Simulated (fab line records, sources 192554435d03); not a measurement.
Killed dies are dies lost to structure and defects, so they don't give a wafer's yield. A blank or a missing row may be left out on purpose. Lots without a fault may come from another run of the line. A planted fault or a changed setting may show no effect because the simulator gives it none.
fab line records | flow n5_finfet
record lots=14 wafers=40 last_day=17
route steps=1938 shown BEOL_M10@1535 BEOL_M11@1538
lots that met no fault: from a run of the same line without faults
start_h: hours from the record's first day to the start of the lot's first wafer shown | wait_h: hours since the lot's step before | " the same as in the row above | L1.1+2: a row that stands for several wafers | - no value, or no start given | * or withheld: withheld | < > ~ a bound
route shown NAME@n: a module of which the file shows steps, and the number in the route of the first | usual: mean/standard deviation of fault-free wafers | same: alike in all rows | chamber/n: place in a boat | sites: the reading at each site | _std_site: their standard deviation | _edge_site: outer sites' mean less inner sites' | radius_mm: how far each site lies from the wafer's centre | mask NAME#n: copy n | behind: the tool/chamber that last shaped the wafer | hold: why the lot was held/for how many hours/how that ended | device: the transistor (n, p or np) that didn't switch | end of line: the same wafers' tests at the end of the route | a step without rows: its recipe alone | killed: dies lost to structure and defects at the first sort, not the wafer's yield | map: a wafer's dies, x killed, . not, _ none there
set.NAME: the setting as run; set.NAME@STEP: as run at that earlier step | model.NAME: the simulator's own value behind a step, which no gauge read
steps of the route over a sample of lots; a table a step, a row a wafer
services: from which hour (start_h, from the record's first day; less than 0 if before it) a tool's chamber was out of use, for how many hours, and why
## steps
# step N5_BEOL_M10_INSPECT_58
# recipe inspect_instrument=darkfield mode=post_dep
# usual raw_defect_count=69/24
# columns lot.wafer tool chamber start_h wait_h raw_defect_count
L181.3 defect_inspect-02 - 217.36 0.0 56
L181.5 " - " " 64
L181.6 " - " " 66
L186.1 defect_inspect-01 - 238.81 0.0 101
L186.4 " - " " 110
L186.5 " - " " 101
L184.1 defect_inspect-02 - 242.68 0.0 48
L184.3 " - " " 56
L184.6 " - " " 89
L187.4 defect_inspect-01 - 254.41 0.0 43
L187.6 " - " " 58
L188.2 defect_inspect-02 - 263.52 0.0 56
L188.4 " - " " 69
L190.3 defect_inspect-01 - 263.97 0.0 18
L190.4 " - " " 61
L190.5 " - " " 66
L192.1 defect_inspect-02 - 281.73 0.0 73
L192.2 " - " " 51
L192.4 " - " " 50
L193.2 defect_inspect-01 - 285.88 0.0 67
L193.3 " - " " 43
L193.6 " - " " 53
L194.1 defect_inspect-02 - 296.15 0.0 51
L194.2 " - " " 75
L194.4 " - " " 61
L196.1 defect_inspect-01 - 296.96 0.0 95
L196.4 " - " " 55
L196.6 " - " " 75
L197.1 defect_inspect-01 - 302.76 0.0 93
L197.3 " - " " 70
L197.4 " - " " 103
L200.2 defect_inspect-01 - 316.95 0.0 59
L200.3 " - " " 71
L200.5 " - " " 78
L202.2 defect_inspect-01 - 342.72 0.0 63
L202.3 " - " " 70
L202.4 " - " " 62
L203.2 defect_inspect-02 - 354.04 0.0 98
L203.3 " - " " 42
L203.6 " - " " 78
# step N5_BEOL_M11_THK_MEAS_01
# recipe reads=SiCOH_lowk_of_BEOL_M11_ILD_DEP_00
# usual M11_ILD_THK=270/3.2
# columns lot.wafer tool chamber start_h wait_h M11_ILD_THK[nm]
L181.3 film_metro-01 - 218.56 0.5 267
L181.5 " - " " 271
L181.6 " - " " 272
L186.1 film_metro-01 - 239.44 0.4 271
L186.4 " - " " 271
L186.5 " - " " 275
L184.1 film_metro-02 - 243.31 0.4 273
L184.3 " - " " 270
L184.6 " - " " 277
L187.4 film_metro-01 - 255.04 0.2 270
L187.6 " - " " 272
L188.2 film_metro-02 - 264.14 0.4 268
L188.4 " - " " 270
L190.3 film_metro-01 - 264.60 0.3 268
L190.4 " - " " 273
L190.5 " - " " 275
L192.1 film_metro-01 - 282.36 0.4 271
L192.2 " - " " 268
L192.4 " - " " 270
L193.2 film_metro-02 - 286.50 0.4 263
L193.3 " - " " 266
L193.6 " - " " 267
L194.1 film_metro-01 - 296.77 0.4 267
L194.2 " - " " 264
L194.4 " - " " 270
L196.1 film_metro-02 - 297.89 0.4 265
L196.4 " - " " 270
L196.6 " - " " 273
L197.1 film_metro-02 - 303.38 0.4 269
L197.3 " - " " 270
L197.4 " - " " 271
L200.2 film_metro-02 - 317.58 0.4 273
L200.3 " - " " 272
L200.5 " - " " 276
L202.2 film_metro-01 - 343.38 0.4 267
L202.3 " - " " 264
L202.4 " - " " 274
L203.2 film_metro-02 - 354.67 0.4 265
L203.3 " - " " 265
L203.6 " - " " 271
# step N5_BEOL_M11_ETCH_62
# recipe chemistry=N2/H2 target=SOC target_depth_a=1100 overetch_a=220 mask_material=SiARC temp_c=40 time_s=165 ion_energy_ev=200 pressure_mtorr=30 source_w=840 bias_w=150 n2_flow_sccm=200 h2_flow_sccm=200
# usual drypump_motor_current_A=5.7/0.55 oes_product_au=0.66/0.061 rf_vpp_V=524/3 showerhead_plenum_p_Torr=2.54/0.1 throttle_valve_pct=17.77/0.25
# columns lot.wafer tool chamber start_h wait_h drypump_motor_current_A oes_product_au rf_hours_counter_h rf_vpp_V showerhead_plenum_p_Torr throttle_valve_pct
L181.3 rie_diel-01 0 219.78 0.0 4.9 0.72 71 525 2.59 18.04
L181.5 " 2 " " 5.0 0.58 - 523 2.50 18.41
L181.6 " 0 " " 4.9 0.72 - 526 2.59 18.04
L186.1 rie_diel-01 3 242.00 0.0 5.3 0.58 223 521 2.43 17.92
L186.4 " 0 " " 4.9 0.71 - 524 2.59 18.05
L186.5 " 3 " " 5.4 0.59 - 520 2.43 17.93
L184.1 rie_diel-03 0 245.47 0.0 5.9 0.62 182 524 2.54 18.08
L184.3 " 2 " " 5.1 0.63 179 521 2.41 17.59
L184.6 " 2 " " 5.0 0.62 - 521 2.41 17.59
L187.4 rie_diel-03 1 258.33 0.1 6.1 0.72 - 523 2.50 17.89
L187.6 " 0 " " 5.9 0.61 - 524 2.54 18.11
L188.2 rie_diel-05 1 265.83 0.0 6.1 0.69 84 527 2.69 17.65
L188.4 " 2 " " 6.8 0.67 127 527 2.66 17.49
L190.3 rie_diel-03 1 265.91 0.0 6.1 0.73 70 521 2.50 17.89
L190.4 " 0 " " 5.9 0.61 189 522 2.54 18.10
L190.5 " 1 " " 6.1 0.72 - 521 2.50 17.89
L192.1 rie_diel-05 1 283.93 0.0 6.1 0.68 89 528 2.69 17.66
L192.2 " 3 " " 5.8 0.58 243 526 2.60 17.47
L192.4 " 2 " " 6.7 0.66 133 528 2.66 17.49
L193.2 rie_diel-01 0 288.85 0.0 4.9 0.70 95 525 2.58 18.10
L193.3 " 3 " " 5.3 0.58 238 519 2.42 17.96
L193.6 " 3 " " 5.3 0.57 - 521 2.42 17.94
L194.1 rie_diel-03 0 298.91 0.0 5.9 0.61 199 523 2.53 18.12
L194.2 " 3 " " 5.4 0.79 10 527 2.60 17.48
L194.4 " 1 " " 6.1 0.72 81 522 2.49 17.92
L196.1 rie_diel-01 3 299.25 0.0 5.4 0.58 241 520 2.42 17.97
L196.4 " 0 " " 4.9 0.70 99 523 2.58 18.08
L196.6 " 1 " " 5.8 0.69 - 525 2.57 17.79
L197.1 rie_diel-05 3 306.45 0.0 5.8 0.58 249 525 2.59 17.50
L197.3 " 0 " " 5.6 0.62 157 519 2.33 17.82
L197.4 " 1 " " 6.1 0.67 96 527 2.68 17.67
L200.2 rie_diel-01 1 321.22 0.0 5.7 0.68 88 525 2.56 17.81
L200.3 " 0 " " 4.9 0.70 106 524 2.58 18.09
L200.5 " 1 " " 5.8 0.68 - 524 2.56 17.79
L202.2 rie_diel-03 0 344.61 0.0 5.9 0.59 214 523 2.53 18.14
L202.3 " 1 " " 6.1 0.70 97 523 2.48 17.95
L202.4 " 2 " " 5.1 0.61 - 519 2.40 17.65
L203.2 rie_diel-05 2 356.16 0.0 6.8 0.64 157 529 2.65 17.52
L203.3 " 3 " " 5.8 0.77 9 526 2.59 17.07
L203.6 " 2 " " 6.7 0.64 - 529 2.65 17.53
# step N5_BEOL_M11_HM_OPEN_17
# recipe chemistry=Cl2/BCl3 target_depth_a=200 overetch_a=60 target=TiN mask_material=SOC ion_energy_ev=150 pressure_mtorr=10 icp_w=1000 bias_w=126 Cl2_flow_sccm=53.25 bcl3_flow_sccm=21.75 Ar_flow_sccm=25
# usual bcl3_flow_sccm=21.75/0.055 bias_w=126.0/0.43 drypump_motor_current_A=5.8/0.42 oes_product_au=0.64/0.078 throttle_valve_pct=22.26/0.23
# columns lot.wafer tool chamber start_h wait_h bcl3_flow_sccm bias_w drypump_motor_current_A oes_product_au rf_hours_counter_h throttle_valve_pct
L181.3 rie_metal-01 0 220.00 0.1 21.86 126.5 5.4 0.76 - 22.05
L181.5 " 1 " " 21.72 126.7 6.4 0.60 - 22.27
L181.6 " 0 " " 21.79 125.6 5.4 0.76 - 22.03
L186.1 rie_metal-02 1 242.18 0.0 21.71 126.1 5.3 0.66 46 22.47
L186.4 " 1 " " 21.81 125.8 5.3 0.66 - 22.46
L186.5 " 1 " " 21.72 125.9 5.3 0.66 - 22.49
L184.1 rie_metal-02 1 245.66 0.0 21.72 125.5 5.3 0.64 47 22.50
L184.3 " 0 " " 21.75 126.3 5.9 0.55 - 22.32
L184.6 " 1 " " 21.68 125.2 5.3 0.65 - 22.49
L187.4 rie_metal-02 0 258.48 0.1 21.73 125.4 5.9 0.54 - 22.32
L187.6 " 0 " " 21.75 125.6 5.9 0.53 - 22.30
L188.2 rie_metal-03 1 266.02 0.0 21.81 126.2 5.7 0.75 11 21.67
L188.4 " 0 " " 21.77 126.3 5.7 0.60 - 22.48
L190.3 rie_metal-01 1 266.12 0.1 21.82 125.2 6.4 0.58 - 22.30
L190.4 " 0 " " 21.69 126.1 5.4 0.72 - 22.06
L190.5 " 1 " " 21.81 125.3 6.5 0.59 - 22.30
L192.1 rie_metal-01 0 284.11 0.0 21.71 125.9 5.4 0.72 18 22.06
L192.2 " 1 " " 21.57 126.3 6.5 0.58 81 22.29
L192.4 " 0 " " 21.62 126.3 5.4 0.72 - 22.06
L193.2 rie_metal-02 0 289.03 0.0 - - - - - -
L193.3 " 1 " " - - - - - -
L193.6 " 1 " " - - - - - -
L194.1 rie_metal-02 1 299.10 0.0 - - - - - -
L194.2 " 0 " " - - - - - -
L194.4 " 1 " " - - - - - -
L196.1 rie_metal-01 1 299.44 0.0 21.79 125.5 6.4 0.58 83 22.30
L196.4 " 0 " " 21.67 125.8 5.4 0.72 - 22.07
L196.6 " 1 " " 21.81 125.7 6.5 0.58 - 22.30
L197.1 rie_metal-01 0 306.64 0.0 21.82 125.9 5.4 0.72 21 22.06
L197.3 " 1 " " 21.75 125.8 6.5 0.57 - 22.33
L197.4 " 0 " " 21.73 126.3 5.4 0.71 - 22.07
L200.2 rie_metal-02 0 321.40 0.0 21.84 126.2 5.8 0.53 112 22.34
L200.3 " 0 " " 21.78 126.4 5.8 0.53 - 22.34
L200.5 " 0 " " 21.81 126.3 5.9 0.52 - 22.36
L202.2 rie_metal-02 0 344.80 0.0 21.79 126.5 5.9 0.85 0 22.35
L202.3 " 1 " " 21.82 126.7 5.3 0.63 - 22.49
L202.4 " 0 " " 21.72 126.8 5.9 0.84 - 22.37
L203.2 rie_metal-03 0 356.34 0.0 21.74 125.5 5.7 0.58 90 22.54
L203.3 " 0 " " 21.79 125.1 5.7 0.58 - 22.51
L203.6 " 1 " " 21.79 125.9 5.7 0.72 - 21.68
# step N5_BEOL_M11_CD_MEAS_18
# recipe pitch_nm=140 target_cd_nm=70
# usual cd_nm=70.0/0.68
# columns lot.wafer tool chamber start_h wait_h cd_nm
L181.3 cd_sem-01 - 220.15 0.1 70.3
L181.5 " - " " 70.2
L181.6 " - " " 69.3
L186.1 cd_sem-02 - 242.36 0.0 70.0
L186.4 " - " " 69.2
L186.5 " - " " 70.2
L184.1 cd_sem-03 - 245.84 0.0 69.5
L184.3 " - " " 68.4
L184.6 " - " " 69.5
L187.4 cd_sem-03 - 258.64 0.0 69.4
L187.6 " - " " 70.0
L188.2 cd_sem-02 - 266.20 0.1 69.1
L188.4 " - " " 69.3
L190.3 cd_sem-02 - 266.28 0.1 70.4
L190.4 " - " " 69.8
L190.5 " - " " 69.9
L192.1 cd_sem-03 - 284.45 0.0 69.6
L192.2 " - " " 69.5
L192.4 " - " " 68.9
L193.2 cd_sem-02 - 289.21 0.1 -
L193.3 " - " " -
L193.6 " - " " -
L194.1 cd_sem-03 - 299.38 0.0 -
L194.2 " - " " -
L194.4 " - " " -
L196.1 cd_sem-02 - 299.62 0.0 70.0
L196.4 " - " " 69.5
L196.6 " - " " 69.9
L197.1 cd_sem-03 - 306.92 0.0 69.6
L197.3 " - " " 70.3
L197.4 " - " " 69.2
L200.2 cd_sem-01 - 321.59 0.1 69.6
L200.3 " - " " 69.8
L200.5 " - " " 69.8
L202.2 cd_sem-02 - 344.98 0.1 70.3
L202.3 " - " " 71.0
L202.4 " - " " 71.2
L203.2 cd_sem-01 - 356.52 0.1 69.9
L203.3 " - " " 69.8
L203.6 " - " " 69.7
## services
# columns tool chamber start_h hours kind
rie_diel-01 3 211.88 14.8 repair
rie_metal-01 1 225.19 7.6 repair
rie_diel-01 2 230.42 - clean
rie_diel-01 2 230.42 - consumable_replace:focus_ring
rie_diel-01 2 230.42 13.2 scheduled_down
rie_diel-01 2 230.42 13.2 vent_cycle
rie_diel-03 3 232.01 2.0 repair
rie_diel-03 3 245.09 - clean
rie_diel-03 3 245.09 - consumable_replace:focus_ring
rie_diel-03 3 266.40 4.3 repair
rie_metal-02 0 273.31 12.5 repair
rie_diel-05 3 288.80 4.2 repair
rie_diel-03 0 289.36 5.6 repair
rie_metal-03 0 302.78 1.7 repair
rie_diel-01 1 326.54 5.2 repair
rie_metal-02 0 328.19 - clean
rie_metal-02 0 328.19 13.7 scheduled_down
rie_metal-02 0 328.19 13.7 vent_cycle
rie_diel-01 3 331.80 - clean
rie_diel-01 3 331.80 - consumable_replace:focus_ring
rie_diel-01 3 331.80 - consumable_replace:showerhead
rie_diel-01 3 331.80 19.1 scheduled_down
rie_diel-01 3 331.80 19.1 vent_cycle
rie_diel-03 3 343.39 5.5 repair
## key
first_sign step=N5_BEOL_M11_HM_OPEN_17 reading=tool_record direction=missing
effect step=N5_BEOL_M11_CD_MEAS_18 reading=cd_nm direction=missing
met_at N5_BEOL_M11_HM_OPEN_17
struck_lots L193,L194
later_rows_left_out L193.2,L193.3,L193.6,L194.1,L194.2,L194.4
sort_left_out L193.2,L193.3,L193.6,L194.1,L194.2,L194.4
not_acting_at N5_BEOL_M10_INSPECT_58,N5_BEOL_M11_THK_MEAS_01,N5_BEOL_M11_ETCH_62
onset_between 258.48 289.03
fault kind=skipped_step_whole tool=rie_metal-02 chamber=- onset_h=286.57 steps=N5_BEOL_M11_HM_OPEN_17 scope=struck_lots_only
# sort_left_out: the simulated sort isn't trusted on such a fault, so these wafers' sort isn't shown, and their yield isn't known
# later_rows_left_out: the simulator's readings of these wafers behind a module that went badly wrong aren't trusted and aren't shown, but for the sort
